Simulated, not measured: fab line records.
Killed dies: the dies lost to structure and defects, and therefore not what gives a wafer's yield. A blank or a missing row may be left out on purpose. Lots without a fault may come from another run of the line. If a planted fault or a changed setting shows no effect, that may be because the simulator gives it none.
fab line records | flow nand_harc
record: lots: 6 wafers: 18 last_day: 23
route steps=1159 shown A_ONON_D1@430 END@1159
lots untouched by any fault: they come from a run of this same line in which no faults occurred
start_h: hours from the record's first day to the start of the lot's first wafer shown | wait_h: hours since the lot's step before | " same as the row above | L1.1+2: a single row standing in for several wafers | - no value present, or no start provided | * or withheld: withheld | < > ~ a bound
route shown NAME@n: NAME is a module with steps in the file, n the number in the route of the first one | usual: mean/standard deviation of fault-free wafers | same: alike in all rows | chamber/n: place in a boat | sites: readings site by site | _std_site: standard deviation of those values | _edge_site: mean of outer sites minus mean of inner sites | radius_mm: how far each site lies from the wafer's centre | mask NAME#n: copy n | behind: tool/chamber where the wafer was last shaped | hold: why the lot was held/for how many hours/how that ended | device: transistor that didn't switch, given as n, p or np | end of line: the route-end tests of the same wafers | a step with no rows: only its recipe | killed: dies that structure and defects cost at the first sort, which is not the same as the wafer's yield | map: per-die view of a wafer (x killed, . not killed, _ where there is no die)
set.NAME: the setting that was run; set.NAME@STEP: the one run at that earlier step | model.NAME: the simulator's own value behind a step, which no gauge read
certain route steps with their lots: each step a table, each wafer a row
services: the hour from which a tool's chamber was out of use, counted from the record's first day as start_h (under 0 if before that day), plus the number of hours and why
== steps ==
step: NHARC_A_ONON_D1_DEP_09
recipe: target_thk_a: 10000 n2_flow_sccm: 2750 n2o_flow_sccm: 2000 nh3_flow_sccm: 500 sih4_flow_sccm: 210 temp_c: 400
step: NHARC_A_ONON_D1_THK_MEAS_11
recipe: thk_meas_gauge: ellipsometry
usual: thk_nm: 1002/9.8
columns lot.wafer tool chamber start_h wait_h thk_nm
L932.3 film_metro-01 - 160.53 - 1012
L932.4 " - " " 1015
L932.5 " - " " 1011
L931.1 film_metro-02 - 160.53 - 1006
L931.2 " - " " 1006
L931.6 " - " " 1006
L940.1 film_metro-02 - 215.80 - 997
L940.2 " - " " 997
L940.6 " - " " 997
L944.1 film_metro-02 - 235.94 - 988
L944.5 " - " " 989
L944.6 " - " " 990
L945.1 film_metro-02 - 245.91 - 994
L945.2 " - " " 995
L945.3 " - " " 996
L949.2 film_metro-01 - 267.35 - 1009
L949.4 " - " " 1012
L949.6 " - " " 1011
step: NHARC_A_ONON_D1_DEP_12
recipe: target_thk_a: 10000 n2_flow_sccm: 2750 n2o_flow_sccm: 2000 nh3_flow_sccm: 500 sih4_flow_sccm: 210 temp_c: 400
step: NHARC_A_ONON_D1_THK_MEAS_14
recipe: thk_meas_gauge: ellipsometry
usual: thk_nm: 999/8.1
columns lot.wafer tool chamber start_h wait_h thk_nm
L932.3 film_metro-02 - 161.09 - 1000
L932.4 " - " " 999
L932.5 " - " " 1000
L931.1 film_metro-01 - 161.09 - 995
L931.2 " - " " 994
L931.6 " - " " 994
L940.1 film_metro-01 - 216.37 - 997
L940.2 " - " " 997
L940.6 " - " " 996
L944.1 film_metro-02 - 236.51 - 993
L944.5 " - " " 991
L944.6 " - " " 992
L945.1 film_metro-02 - 246.62 - 981
L945.2 " - " " 980
L945.3 " - " " 982
L949.2 film_metro-01 - 267.92 - 999
L949.4 " - " " 1000
L949.6 " - " " 1000
step: NHARC_A_ONON_D1_ANNEAL_15
recipe: temp_c: 750 time_s: 3600
step: NHARC_A_ONON_D1_DEP_16
recipe: target_thk_a: 10000 n2_flow_sccm: 2750 n2o_flow_sccm: 2000 nh3_flow_sccm: 500 sih4_flow_sccm: 210 temp_c: 400
step: NHARC_A_ONON_D1_THK_MEAS_18
recipe: thk_meas_gauge: ellipsometry
usual: thk_nm: 996/8.4
columns lot.wafer tool chamber start_h wait_h thk_nm
L932.3 film_metro-02 - 168.20 - 991
L932.4 " - " " 991
L932.5 " - " " 990
L931.1 film_metro-01 - 168.22 - 1011
L931.2 " - " " 1011
L931.6 " - " " 1013
L940.1 film_metro-01 - 223.44 - 994
L940.2 " - " " 992
L940.6 " - " " 992
L944.1 film_metro-01 - 244.87 - 1006
L944.5 " - " " 1004
L944.6 " - " " 1006
L945.1 film_metro-01 - 254.76 - 989
L945.2 " - " " 989
L945.3 " - " " 989
L949.2 film_metro-02 - 275.03 - 996
L949.4 " - " " 996
L949.6 " - " " 996
step: NHARC_A_ONON_D1_DEP_19
recipe: target_thk_a: 10000 n2_flow_sccm: 2750 n2o_flow_sccm: 2000 nh3_flow_sccm: 500 sih4_flow_sccm: 210 temp_c: 400
step: NHARC_A_ONON_D1_THK_MEAS_21
recipe: thk_meas_gauge: ellipsometry
usual: thk_nm: 997/9.1
columns lot.wafer tool chamber start_h wait_h thk_nm
L932.3 film_metro-02 - 168.76 - 1000
L932.4 " - " " 1001
L932.5 " - " " 1002
L931.1 film_metro-01 - 168.79 - 994
L931.2 " - " " 993
L931.6 " - " " 992
L940.1 film_metro-01 - 224.01 - 973
L940.2 " - " " 973
L940.6 " - " " 974
L944.1 film_metro-02 - 245.57 - 993
L944.5 " - " " 996
L944.6 " - " " 994
L945.1 film_metro-02 - 255.34 - 991
L945.2 " - " " 990
L945.3 " - " " 992
L949.2 film_metro-02 - 275.59 - 1003
L949.4 " - " " 1004
L949.6 " - " " 1003
step: NHARC_A_ONON_D1_DEP_22
recipe: target_thk_a: 10000 n2_flow_sccm: 2750 n2o_flow_sccm: 2000 nh3_flow_sccm: 500 sih4_flow_sccm: 210 temp_c: 400
step: NHARC_A_ONON_D1_THK_MEAS_24
recipe: thk_meas_gauge: ellipsometry
usual: thk_nm: 1003/10
columns lot.wafer tool chamber start_h wait_h thk_nm
L932.3 film_metro-02 - 169.32 - 1005
L932.4 " - " " 1002
L932.5 " - " " 1002
L931.1 film_metro-01 - 169.35 - 1019
L931.2 " - " " 1018
L931.6 " - " " 1018
L940.1 film_metro-02 - 224.57 - 1009
L940.2 " - " " 1011
L940.6 " - " " 1013
L944.1 film_metro-02 - 246.29 - 1000
L944.5 " - " " 1001
L944.6 " - " " 1001
L945.1 film_metro-01 - 255.92 - 988
L945.2 " - " " 988
L945.3 " - " " 988
L949.2 film_metro-02 - 276.16 - 994
L949.4 " - " " 994
L949.6 " - " " 992
step: NHARC_A_ONON_D1_DEP_25
recipe: target_thk_a: 10000 n2_flow_sccm: 2750 n2o_flow_sccm: 2000 nh3_flow_sccm: 500 sih4_flow_sccm: 210 temp_c: 400
usual: n2o_flow_sccm: 2001/6
columns lot.wafer tool chamber start_h wait_h n2o_flow_sccm
L931.1 pecvd_onon-04 0 169.41 0.1 2010
L931.2 " 0 " " 2006
L931.6 " 0 " " 2004
L932.3 pecvd_onon-03 0 169.49 0.2 1995
L932.4 " 0 " " 2001
L932.5 " 0 " " 2007
L940.1 pecvd_onon-03 0 224.63 0.1 1996
L940.2 " 0 " " 1997
L940.6 " 0 " " 2004
L944.1 pecvd_onon-03 0 246.46 0.2 1995
L944.5 " 0 " " 1998
L944.6 " 0 " " 2003
L945.1 pecvd_onon-04 0 255.98 0.1 1997
L945.2 " 0 " " 1990
L945.3 " 0 " " 1987
L949.2 pecvd_onon-01 0 276.28 0.1 2005
L949.4 " 0 " " 1998
L949.6 " 0 " " 2012
step: NHARC_A_ONON_D1_THK_MEAS_27
recipe: thk_meas_gauge: ellipsometry
usual: thk_nm: 1001/11
columns lot.wafer tool chamber start_h wait_h thk_nm
L932.3 film_metro-02 - 169.88 - 1011
L932.4 " - " " 1009
L932.5 " - " " 1008
L931.1 film_metro-02 - 169.91 - 998
L931.2 " - " " 999
L931.6 " - " " 999
L940.1 film_metro-02 - 225.15 - 611
L940.2 " - " " 612
L940.6 " - " " 610
L944.1 film_metro-01 - 246.97 - 631
L944.5 " - " " 634
L944.6 " - " " 632
L945.1 film_metro-01 - 256.49 - 999
L945.2 " - " " 1003
L945.3 " - " " 1002
L949.2 film_metro-02 - 276.74 - 1011
L949.4 " - " " 1011
L949.6 " - " " 1013
step: NHARC_A_ONON_D1_DEP_28
recipe: target_thk_a: 10000 n2_flow_sccm: 2750 n2o_flow_sccm: 2000 nh3_flow_sccm: 500 sih4_flow_sccm: 210 temp_c: 400
step: NHARC_END_SORT_01
recipe: temp_c: 25
usual: killed_at_array: 27/11 killed_at_other: 0.6/0.89 killed_at_periphery: 3.0/2.4 killed_dies: 31/12 killed_open: 3.2/1.6 killed_short: 2.0/1.5
same: gross_dies: 677
columns lot.wafer tool chamber start_h wait_h killed_at_array killed_at_other killed_at_periphery killed_dies killed_open killed_short
L940.1 prober-01 0 498.87 2.5 674 0 3 677 1 4
L940.2 prober-01 0 499.67 2.8 672 0 5 677 4 1
L940.6 prober-01 0 502.91 4.0 675 1 1 677 2 2
L944.1 prober-01 0 516.82 2.5 674 0 3 677 4 3
L944.5 prober-01 0 520.02 3.7 670 0 7 677 6 4
L944.6 prober-01 0 520.82 4.0 674 0 3 677 7 2
L945.1 prober-02 0 516.91 2.5 30 0 2 32 3 2
L945.2 prober-02 0 517.72 2.8 28 0 1 29 2 3
L945.3 prober-02 0 518.53 3.1 25 1 2 28 2 3
L949.2 prober-01 0 556.30 2.8 19 4 1 24 4 0
L949.4 prober-01 0 557.89 3.4 24 2 1 27 5 1
L949.6 prober-01 0 559.48 4.0 32 0 4 36 7 2
killed by level:class
L940.1 A_ONON_D1:area_dep=645 A_CHANNEL_HOLE_D1:chamber_film_flake=14 A_SGD_CUT:chamber_film_flake=5 A_STAIRCASE:chamber_film_flake=4 P_STI:chamber_film_flake=2 A_ONON_D1:geometric_particle:short=1 A_CHANNEL_FILL_D1:geometric_particle:short=1 A_WL_FILL:geometric_particle:short=1
L940.2 A_ONON_D1:area_dep=640 A_CHANNEL_HOLE_D1:chamber_film_flake=18 A_SGD_CUT:chamber_film_flake=9 P_GATE:geometric_particle:open=2 A_SGD_CUT:geometric_particle:short=1 A_WL_FILL:geometric_particle:open=1 A_CONTACT:geometric_particle:open=1 P_STI:chamber_film_flake=1
L940.6 A_ONON_D1:area_dep=651 A_CHANNEL_HOLE_D1:chamber_film_flake=15 A_SGD_CUT:chamber_film_flake=3 A_CHANNEL_FILL_D1:geometric_particle:open=1 A_CHANNEL_FILL_D1:geometric_particle:short=1 A_WL_FILL:geometric_particle:short=1 A_CONTACT:geometric_particle:open=1 P_STI:chamber_film_flake=1
L944.1 A_ONON_D1:area_dep=645 A_SLIT:chamber_film_flake=8 A_CONTACT:chamber_film_flake=4 A_CHANNEL_HOLE_D1:chamber_film_flake=3 A_STAIRCASE:chamber_film_flake=3 A_SGD_CUT:chamber_film_flake=3 A_WL_FILL:chamber_film_flake=2 P_GATE:geometric_particle:open=1
L945.1 A_CHANNEL_HOLE_D1:chamber_film_flake=15 A_CONTACT:chamber_film_flake=6 A_BLC:geometric_particle:open=2 A_STAIRCASE:chamber_film_flake=2 A_WL_FILL:chamber_film_flake=2 P_GATE:geometric_particle:short=1 A_CHANNEL_FILL_D1:geometric_particle:short=1 A_CONTACT:geometric_particle:open=1
L945.2 A_CHANNEL_HOLE_D1:chamber_film_flake=20 A_STAIRCASE:chamber_film_flake=3 A_WL_FILL:geometric_particle:short=2 P_M2:geometric_particle:open=1 A_ONON_D1:geometric_particle:short=1 A_CONTACT:geometric_particle:open=1 A_WL_FILL:chamber_film_flake=1
L945.3 A_CHANNEL_HOLE_D1:chamber_film_flake=11 A_CONTACT:chamber_film_flake=4 A_STAIRCASE:chamber_film_flake=3 A_M0:chamber_film_flake=3 A_WL_FILL:geometric_particle:short=2 P_CONTACT:geometric_particle:open=1 P_CONTACT:geometric_particle:short=1 A_CHANNEL_FILL_D1:geometric_particle:open=1
L944.5 A_ONON_D1:area_dep=636 A_SLIT:chamber_film_flake=7 A_SGD_CUT:chamber_film_flake=5 A_WL_FILL:chamber_film_flake=4 A_M0:chamber_film_flake=4 P_GATE:chamber_film_flake=3 A_CHANNEL_HOLE_D1:chamber_film_flake=3 A_CONTACT:chamber_film_flake=3
L944.6 A_ONON_D1:area_dep=632 A_SLIT:chamber_film_flake=14 A_CHANNEL_HOLE_D1:chamber_film_flake=5 A_SGD_CUT:chamber_film_flake=4 A_ONON_D1:geometric_particle:open=3 A_STAIRCASE:chamber_film_flake=3 A_M0:chamber_film_flake=3 A_CHANNEL_FILL_D1:geometric_particle:open=2
L949.2 A_CHANNEL_HOLE_D1:chamber_film_flake=12 THIN_TSV:chamber_film_flake=4 A_CHANNEL_FILL_D1:chamber_film_flake=3 P_GATE:geometric_particle:open=1 A_ONON_D1:geometric_particle:open=1 A_CHANNEL_HOLE_D1:geometric_particle:open=1 A_CHANNEL_FILL_D1:geometric_particle:open=1 A_STAIRCASE:chamber_film_flake=1
L949.4 A_CHANNEL_HOLE_D1:chamber_film_flake=16 A_CONTACT:geometric_particle:open=3 A_CONTACT:chamber_film_flake=3 A_ONON_D1:geometric_particle:open=1 A_CONTACT:geometric_particle:short=1 P_M2:chamber_film_flake=1 STARTING-WAFER:geometric_particle:open=1 THIN_TSV:chamber_film_flake=1
L949.6 A_CHANNEL_HOLE_D1:chamber_film_flake=14 A_CONTACT:chamber_film_flake=7 P_M0:geometric_particle:open=2 A_CONTACT:geometric_particle:open=2 A_STAIRCASE:chamber_film_flake=2 P_M1:geometric_particle:short=1 A_ONON_D1:geometric_particle:open=1 A_CHANNEL_FILL_D1:geometric_particle:open=1
map L940.1 (x killed, . not)
____________x____________
_________xxxxxxx_________
_______xxxxxxxxxxx_______
______xxxxxxxxxxxxx______
_____xxxxxxxxxxxxxxx_____
____xxxxxxxxxxxxxxxxx____
____xxxxxxxxxxxxxxxxx____
___xxxxxxxxxxxxxxxxxxx___
___xxxxxxxxxxxxxxxxxxx___
__xxxxxxxxxxxxxxxxxxxxx__
__xxxxxxxxxxxxxxxxxxxxx__
_xxxxxxxxxxxxxxxxxxxxxxx_
_xxxxxxxxxxxxxxxxxxxxxxx_
_xxxxxxxxxxxxxxxxxxxxxxx_
_xxxxxxxxxxxxxxxxxxxxxxx_
_xxxxxxxxxxxxxxxxxxxxxxx_
xxxxxxxxxxxxxxxxxxxxxxxxx
xxxxxxxxxxxxxxxxxxxxxxxxx
xxxxxxxxxxxxxxxxxxxxxxxxx
xxxxxxxxxxxxxxxxxxxxxxxxx
xxxxxxxxxxxxxxxxxxxxxxxxx
_xxxxxxxxxxxxxxxxxxxxxxx_
_xxxxxxxxxxxxxxxxxxxxxxx_
_xxxxxxxxxxxxxxxxxxxxxxx_
_xxxxxxxxxxxxxxxxxxxxxxx_
_xxxxxxxxxxxxxxxxxxxxxxx_
__xxxxxxxxxxxxxxxxxxxxx__
__xxxxxxxxxxxxxxxxxxxxx__
___xxxxxxxxxxxxxxxxxxx___
___xxxxxxxxxxxxxxxxxxx___
____xxxxxxxxxxxxxxxxx____
____xxxxxxxxxxxxxxxxx____
_____xxxxxxxxxxxxxxx_____
______xxxxxxxxxxxxx______
_______xxxxxxxxxxx_______
_________xxxxxxx_________
____________x____________
map L944.1 (x killed, . not)
____________x____________
_________xxxxxxx_________
_______xxxxxxxxxxx_______
______xxxxxxxxxxxxx______
_____xxxxxxxxxxxxxxx_____
____xxxxxxxxxxxxxxxxx____
____xxxxxxxxxxxxxxxxx____
___xxxxxxxxxxxxxxxxxxx___
___xxxxxxxxxxxxxxxxxxx___
__xxxxxxxxxxxxxxxxxxxxx__
__xxxxxxxxxxxxxxxxxxxxx__
_xxxxxxxxxxxxxxxxxxxxxxx_
_xxxxxxxxxxxxxxxxxxxxxxx_
_xxxxxxxxxxxxxxxxxxxxxxx_
_xxxxxxxxxxxxxxxxxxxxxxx_
_xxxxxxxxxxxxxxxxxxxxxxx_
xxxxxxxxxxxxxxxxxxxxxxxxx
xxxxxxxxxxxxxxxxxxxxxxxxx
xxxxxxxxxxxxxxxxxxxxxxxxx
xxxxxxxxxxxxxxxxxxxxxxxxx
xxxxxxxxxxxxxxxxxxxxxxxxx
_xxxxxxxxxxxxxxxxxxxxxxx_
_xxxxxxxxxxxxxxxxxxxxxxx_
_xxxxxxxxxxxxxxxxxxxxxxx_
_xxxxxxxxxxxxxxxxxxxxxxx_
_xxxxxxxxxxxxxxxxxxxxxxx_
__xxxxxxxxxxxxxxxxxxxxx__
__xxxxxxxxxxxxxxxxxxxxx__
___xxxxxxxxxxxxxxxxxxx___
___xxxxxxxxxxxxxxxxxxx___
____xxxxxxxxxxxxxxxxx____
____xxxxxxxxxxxxxxxxx____
_____xxxxxxxxxxxxxxx_____
______xxxxxxxxxxxxx______
_______xxxxxxxxxxx_______
_________xxxxxxx_________
____________x____________
== services ==
columns tool chamber start_h hours kind
pecvd_onon-03 - 153.00 13.0 pm
pecvd_onon-01 - 195.46 13.0 pm
pecvd_onon-04 - 237.09 13.0 pm
== key ==
first_sign: step: NHARC_A_ONON_D1_THK_MEAS_27 reading: thk_nm direction: down sigmas: 35 usual: 1001 struck: 621
effect: step: NHARC_END_SORT_01 reading: killed_at_array direction: up sigmas: 59 usual: 27 struck: 673
more_kills_born_at: NHARC_A_ONON_D1_DEP_25@pecvd_onon-03: 3849
met_at NHARC_A_ONON_D1_DEP_25
struck_wafers L940.1,L940.2,L940.6,L944.1,L944.5,L944.6
later_rows_left_out L940.1,L940.2,L940.6,L944.1,L944.5,L944.6
tester_left_out L940,L944
onset_between 169.49 224.63
fault: kind: process_parameter_drift tool: pecvd_onon-03 chamber: 0 onset_h: 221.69 steps: NHARC_A_ONON_D1_DEP_25 channel: target_thk_a offset: * shape: step end_h: 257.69 acts_in: * stated: *
tester_left_out: of these lots the tester's yield and bins aren't shown, on N5 and GAA mostly nor the transistor test; their killed dies are dies lost to structure and defects alone, not to doping, threshold or leakage, so they don't give the yield
later_rows_left_out: the simulator's readings of these wafers behind a module that went badly wrong aren't trusted and aren't shown, but for the sort
